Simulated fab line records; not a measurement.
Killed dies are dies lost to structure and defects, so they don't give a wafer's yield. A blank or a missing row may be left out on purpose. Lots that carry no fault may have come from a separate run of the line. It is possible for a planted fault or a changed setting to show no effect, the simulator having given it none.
Split-lot experiment / flow n5-finfet / route with 1938 steps; 7 lots, 21 wafers read

== ABOUT THE SPLIT ==
At N5_SD_EPI_P_EPI_21 (deposits SiGe:B, time 355 s), the setting time-s was moved away from the recipe's 355 s on 9 of the 21 wafers read, by -16.8% to +13.5%. The other wafers ran this setting at the recipe's value.

== FROM THE SPLIT TO THE READING: what the file shows between them, 2 steps ==
- N5_SD_EPI_P_EPI_MEAS_23
- N5_SD_ACTIVATION_LSA_01: time 0.0008 s (also split here: temp-c)

== THE READING ==
RS_SD_P, in ohm/sq, at N5_SD_ACTIVATION_RS_MEAS_03 (measures by four-point-probe). On this fab line, fault-free wafers typically give 56.5 ohm/sq with a standard deviation of 0.82 ohm/sq.

wafer=L079.1; tool, chamber at the split=epi-rpcvd-02, 0; time-s as run, s=295.4; against the recipe=-16.8%; RS_SD_P, ohm/sq=65.6; against lot-mates on the recipe=+8.3
wafer=L079.2; tool, chamber at the split=epi-rpcvd-02, 0; time-s as run, s=355; against the recipe=recipe; RS_SD_P, ohm/sq=57.3; against lot-mates on the recipe=-
wafer=L079.5; tool, chamber at the split=epi-rpcvd-02, 0; time-s as run, s=295.4; against the recipe=-16.8%; RS_SD_P, ohm/sq=65.1; against lot-mates on the recipe=+7.8
wafer=L081.1; tool, chamber at the split=epi-rpcvd-04, 0; time-s as run, s=355; against the recipe=recipe; RS_SD_P, ohm/sq=56.3; against lot-mates on the recipe=-
wafer=L081.4; tool, chamber at the split=epi-rpcvd-04, 0; time-s as run, s=355; against the recipe=recipe; RS_SD_P, ohm/sq=56.4; against lot-mates on the recipe=-
wafer=L081.5; tool, chamber at the split=epi-rpcvd-04, 0; time-s as run, s=355; against the recipe=recipe; RS_SD_P, ohm/sq=56.4; against lot-mates on the recipe=-
wafer=L082.2; tool, chamber at the split=epi-rpcvd-01, 0; time-s as run, s=355; against the recipe=recipe; RS_SD_P, ohm/sq=56.5; against lot-mates on the recipe=-
wafer=L082.4; tool, chamber at the split=epi-rpcvd-01, 0; time-s as run, s=355; against the recipe=recipe; RS_SD_P, ohm/sq=56.8; against lot-mates on the recipe=-
wafer=L082.5; tool, chamber at the split=epi-rpcvd-01, 0; time-s as run, s=296.9; against the recipe=-16.4%; RS_SD_P, ohm/sq=64.4; against lot-mates on the recipe=+7.8
wafer=L086.1; tool, chamber at the split=epi-rpcvd-04, 0; time-s as run, s=372.3; against the recipe=+4.9%; RS_SD_P, ohm/sq=52.6; against lot-mates on the recipe=-2.0
wafer=L086.5; tool, chamber at the split=epi-rpcvd-04, 0; time-s as run, s=372.3; against the recipe=+4.9%; RS_SD_P, ohm/sq=53.4; against lot-mates on the recipe=-1.2
wafer=L086.6; tool, chamber at the split=epi-rpcvd-04, 0; time-s as run, s=355; against the recipe=recipe; RS_SD_P, ohm/sq=54.6; against lot-mates on the recipe=-
wafer=L087.1; tool, chamber at the split=epi-rpcvd-02, 0; time-s as run, s=403.1; against the recipe=+13.5%; RS_SD_P, ohm/sq=51.8; against lot-mates on the recipe=-4.4
wafer=L087.2; tool, chamber at the split=epi-rpcvd-02, 0; time-s as run, s=355; against the recipe=recipe; RS_SD_P, ohm/sq=56.7; against lot-mates on the recipe=-
wafer=L087.5; tool, chamber at the split=epi-rpcvd-02, 0; time-s as run, s=355; against the recipe=recipe; RS_SD_P, ohm/sq=55.7; against lot-mates on the recipe=-
wafer=L090.1; tool, chamber at the split=epi-rpcvd-02, 0; time-s as run, s=355; against the recipe=recipe; RS_SD_P, ohm/sq=55.4; against lot-mates on the recipe=-
wafer=L090.5; tool, chamber at the split=epi-rpcvd-02, 0; time-s as run, s=355; against the recipe=recipe; RS_SD_P, ohm/sq=55.7; against lot-mates on the recipe=-
wafer=L090.6; tool, chamber at the split=epi-rpcvd-02, 0; time-s as run, s=389.2; against the recipe=+9.6%; RS_SD_P, ohm/sq=54.0; against lot-mates on the recipe=-1.5
wafer=L096.2; tool, chamber at the split=epi-rpcvd-01, 0; time-s as run, s=355; against the recipe=recipe; RS_SD_P, ohm/sq=57.1; against lot-mates on the recipe=-
wafer=L096.5; tool, chamber at the split=epi-rpcvd-01, 0; time-s as run, s=392.3; against the recipe=+10.5%; RS_SD_P, ohm/sq=52.5; against lot-mates on the recipe=-4.6
wafer=L096.6; tool, chamber at the split=epi-rpcvd-01, 0; time-s as run, s=392.3; against the recipe=+10.5%; RS_SD_P, ohm/sq=53.6; against lot-mates on the recipe=-3.5

THE FIT
A straight line over all 21 wafers: RS_SD_P changes by -0.452 ohm/sq for each +1% of time-s; r = -0.96; the points scatter about the line by 1.1 ohm/sq.
The same after taking each lot's own level away (the mean of its wafers on the recipe; 21 wafers): -0.417 ohm/sq for each +1%; r = -0.98; scatter 0.71 ohm/sq.
According to that fit, moving time-s by its largest amount changes the reading by 7 ohm/sq.
Across the lots, their own levels run from 54.60 to 57.30 ohm/sq, a range of 3.3 times the standard deviation given above.
So the lot-to-lot level changes the slope little: the two slopes agree.
Check: +7.08 ohm/sq against its lot-mates is what the line predicts for one of the wafers moved furthest among these (-16.8%) when that wafer is left out of the fit. Against them it came out at +8.3 ohm/sq.

== OTHER SPLITS APPLIED TO THESE WAFERS ==
Before the reading, these wafers also passed through other splits. Each is held against what the fit with the lots' levels taken away leaves over:
other split on the same wafers=N5_SD_EPI_N_COAT_33 spin-rpm; wafers away from the commonest value=8; r with RS_SD_P (lot level and that fit taken away)=-0.15
other split on the same wafers=N5_SD_EPI_N_EXPOSE_06 dose-mj; wafers away from the commonest value=7; r with RS_SD_P (lot level and that fit taken away)=+0.37
other split on the same wafers=N5_SD_ACTIVATION_LSA_01 temp-c; wafers away from the commonest value=7; r with RS_SD_P (lot level and that fit taken away)=-0.13

== THE WHOLE CHAIN: every reading that the file lists as answering this split, in the file's order ==
step=N5_SD_EPI_P_EPI_21; what it does=deposits SiGe:B, time 355 s; reading=SiGe-B_of_SD_EPI_P_EPI_21.thk-nm (the simulator's own value, which no gauge read); change (the file's fit)=+0.393 nm for each +1% of the setting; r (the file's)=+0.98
step=N5_SD_EPI_P_EPI_MEAS_23; what it does=; reading=thk-nm; change (the file's fit)=withheld for each +1% of the setting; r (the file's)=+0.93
step=N5_SD_ACTIVATION_RS_MEAS_03; what it does=measures by four-point-probe; reading=RS_SD_P; change (the file's fit)=-0.401 for each +1% of the setting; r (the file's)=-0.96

== THE FILE'S OWN FIT ==
RS_SD_P changes by -0.401 ohm/sq for each +1% of time-s, r = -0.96.
